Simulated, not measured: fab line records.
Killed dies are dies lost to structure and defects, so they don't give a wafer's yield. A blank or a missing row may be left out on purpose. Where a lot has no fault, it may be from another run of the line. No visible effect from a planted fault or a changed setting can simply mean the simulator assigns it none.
Struck lot and sound lot, side by side || flow n5-finfet || 22 steps out of a route of 1938
Sound: wafers L300.3, L300.5, L300.6. Struck: wafers L286.3, L286.4, L286.5. The cause is named last.
For every step that has rows: the tool of each side, followed by ch and its chambers, followed by its first start. Under that, the readings that differ: sound wafers || struck wafers || difference of the means || sigmas: that difference in standard deviations of wafers without a fault.
alike: readings whose means differ by less than 2 such deviations, and words and numbers that are the same on both sides. not compared: withheld readings, readings that some wafer has no value for, bounds like >300 that may hide the same value, and numbers for which the record gives no deviation and whose values overlap.
A row with sigmas, a row that says differs or no value, or rows on one side alone: a step with any of these is where the two part. Non-overlapping numbers with no deviation appear without sigmas and do not part them. A reading missing from all wafers of one side parts the sides only when that side holds two or more wafers.

first, 11 steps without rows for these wafers: N5_BEOL_M0_SAQP_RECESS_104 (chemistry HF/NH3, target SiO2, target depth 18 nm, afs cycles 3, sublimation time 60 s); N5_BEOL_M0_SAQP_COAT_105 (time 60 s, resist thk 100 nm); N5_BEOL_M0_SAQP_ETCH_106 (etches SOC in N2/H2, stops on SiNx, target depth 150 nm); N5_BEOL_M0_SAQP_ETCH_107 (etches SiNx in CH3F/O2, target depth 30 nm); N5_BEOL_M0_SAQP_STRIP_108 (strips in N2/H2); N5_BEOL_M0_SAQP_RECESS_109 (chemistry HF/NH3, target SiO2, target depth 3 nm, afs cycles 1, sublimation time 60 s); N5_BEOL_M0_SAQP_SPACER2_ALD_26 (deposits SiO2, target thk 15 nm, pulse time 1 s, purge time 2 s); N5_BEOL_M0_SAQP_SPACER2_ETCHBACK_27 (etches SiO2 in CHF3/O2, target depth 22.5 nm, time 11.25 s); N5_BEOL_M0_SAQP_MANDREL2_REMOVE_110 (chemistry HBr/Cl2/O2, target a-Si, stops on SiCN, bt time 10 s); N5_BEOL_M0_SAQP_COAT_69 (time 60 s, resist thk 90 nm); N5_BEOL_M0_SAQP_COAT_72 (time 60 s, resist thk 15 nm).
N5_BEOL_M0_SAQP_COAT_87: time 60 s, resist thk 5 nm.
  sound on litho-track-01 ch 0, day 10 14:02; struck on litho-track-01 ch 0, day 7 01:47
{"reading": "spin-speed-rpm (rpm)", "sound": "1500.6 1501.9 1500.1", "struck": "1381.2 1380.0 1381.7", "difference": -119.9, "sigmas": "-99 or more"}
then, 7 steps without rows for these wafers: N5_BEOL_M0_SAQP_COAT_34 (resist thk 30 nm); N5_BEOL_M0_SAQP_EBR_36; N5_BEOL_M0_SAQP_SOFTBAKE_35 (time 60 s); N5_BEOL_M0_SAQP_EXPOSE_37 (exposes mask M0 CUT1, target cd 30 nm); N5_BEOL_M0_SAQP_PEB_38 (peb time 60 s); N5_BEOL_M0_SAQP_DEVELOP_39 (develop time 30 s); N5_BEOL_M0_SAQP_DESCUM_45 (chemistry O2, time 7 s).
N5_BEOL_M0_SAQP_ETCH_88: etches underlayer in N2/H2, target depth 6.5 nm, time 5.2 s.
  sound on rie-diel-03 ch 0,1, day 10 14:27; struck on rie-diel-03 ch 0,1, day 7 02:25
{"reading": "etch-rf-on-time-s (s)", "sound": "5.20 5.22 5.21", "struck": "5.43 5.51 5.45", "difference": "+0.25", "sigmas": "+3"}
{"reading": "model.etch.depth-nm (nm)", "sound": "5.007 4.99 4.999", "struck": "5.226 5.227 5.242", "difference": "+0.233", "sigmas": ""}
  alike: drypump-motor-current-A, oes-product-au, rf-vpp-V, showerhead-plenum-p-Torr, throttle-valve-pct
  not compared: rf-hours-counter-h
then, 1 step without rows for these wafers: N5_BEOL_M0_SAQP_ETCH_73 (etches SiARC in CF4, target depth 19.5 nm, time 32.5 s).
-- the record jumps here: 4 days lie between the struck wafers' starts before and after (it left off in module BEOL_M0_SAQP and takes up again in module BEOL_M4, whose first step shown is number 1111 of the route) --
N5_BEOL_M4_RC_MEAS_101:
  sound on prober-02 ch 0, day 13 17:47; struck on prober-02 ch 0, day 10 15:11
  alike: DIBL_N, DIBL_P, IOFF_N, IOFF_P, ION_N, ION_P, SS_N, SS_P, VT_N, VT_P

== WHERE THEY PART ==
First at N5_BEOL_M0_SAQP_COAT_87; last, within this record, at N5_BEOL_M0_SAQP_ETCH_88. Later steps at which nothing parts them and some readings are alike: N5_BEOL_M4_RC_MEAS_101.

WHY: what the simulator had put in
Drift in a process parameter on litho-track-01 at N5_BEOL_M0_SAQP_COAT_87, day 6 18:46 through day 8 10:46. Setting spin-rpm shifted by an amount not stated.
